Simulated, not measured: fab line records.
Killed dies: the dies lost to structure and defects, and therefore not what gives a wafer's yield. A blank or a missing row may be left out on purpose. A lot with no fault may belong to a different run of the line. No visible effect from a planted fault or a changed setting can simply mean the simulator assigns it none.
One fault through the eyes of 3 desks -- flow n5 finfet -- what lay behind the numbers comes last; until then each desk has only its own

## FROM THE METROLOGY DESK
What the gauges read for every lot (on any tool): the sampled wafers with a number, averaged. Any lot whose mean is over 4 standard deviations away from the usual mean is out of limits and marked OUT; that distance is given in the brackets.
Columns: A = M12_THK at N5_BEOL_M12_THK_MEAS_50, usual 323 nm
lot,first seen here,A
L881,day 11 03:17,328
L880,day 11 07:54,324
L883,day 11 08:59,324
L885,day 11 20:57,317
L886,day 12 07:51,318
L888,day 12 14:34,317
L889,day 13 00:17,317
L890,day 13 07:25,327
L893,day 13 19:09,320
L891,day 13 21:51,322
L892,day 14 07:04,316
L896,day 14 20:37,327
This desk's finding: nothing out of limits on any of the 12 lots.

## THE DEFECT DESK
What the inspections along the route counted, lot by lot: means of the sampled wafers that have a number. Any lot whose mean is over 4 standard deviations away from the usual mean is out of limits and marked OUT; that distance is given in the brackets.
Columns: A = raw defect count at N5_BEOL_M12_INSPECT_55, usual 71
lot,first seen here,A
L881,day 11 03:28,75
L880,day 11 08:03,80
L883,day 11 09:08,73
L885,day 11 21:06,64
L886,day 12 08:00,43
L888,day 12 14:43,76
L889,day 13 00:26,43
L890,day 13 07:34,53
L893,day 13 19:18,80
L891,day 13 22:00,73
L892,day 14 07:13,97
L896,day 14 20:46,66
This desk's finding: nothing out of limits on any of the 12 lots.

## AT THE TOOL OWNER'S DESK: pvd sputter-01
The tool's own readings at N5_BEOL_M12_SPUTTER_43 (material TaN, target thk 15 nm, time 24.19 s): means of the sampled wafers that have a number, for each lot that ran on this tool. Any lot whose mean is over 4 standard deviations away from the usual mean is out of limits and marked OUT; that distance is given in the brackets.
Columns: A = throttle valve pct at N5_BEOL_M12_SPUTTER_43, usual 29.9 %
lot,first seen here,A
L880,day 11 06:53,28.9
L883,day 11 07:50,30.3
L886,day 12 06:41,29.2
L888,day 12 13:32,29.0
L890,day 13 06:23,29.4
L893,day 13 18:08,29.9
L892,day 14 06:01,29.5
L896,day 14 19:37,28.2
This desk's finding: nothing out of limits on any of the 8 lots.

## TAKEN TOGETHER
Nothing out of limits was seen by the metrology desk.
No out-of-limits result turned up at the defect desk.
The tool owner's desk saw nothing out of limits.

## WHAT HAD BEEN PUT IN BY THE SIMULATOR
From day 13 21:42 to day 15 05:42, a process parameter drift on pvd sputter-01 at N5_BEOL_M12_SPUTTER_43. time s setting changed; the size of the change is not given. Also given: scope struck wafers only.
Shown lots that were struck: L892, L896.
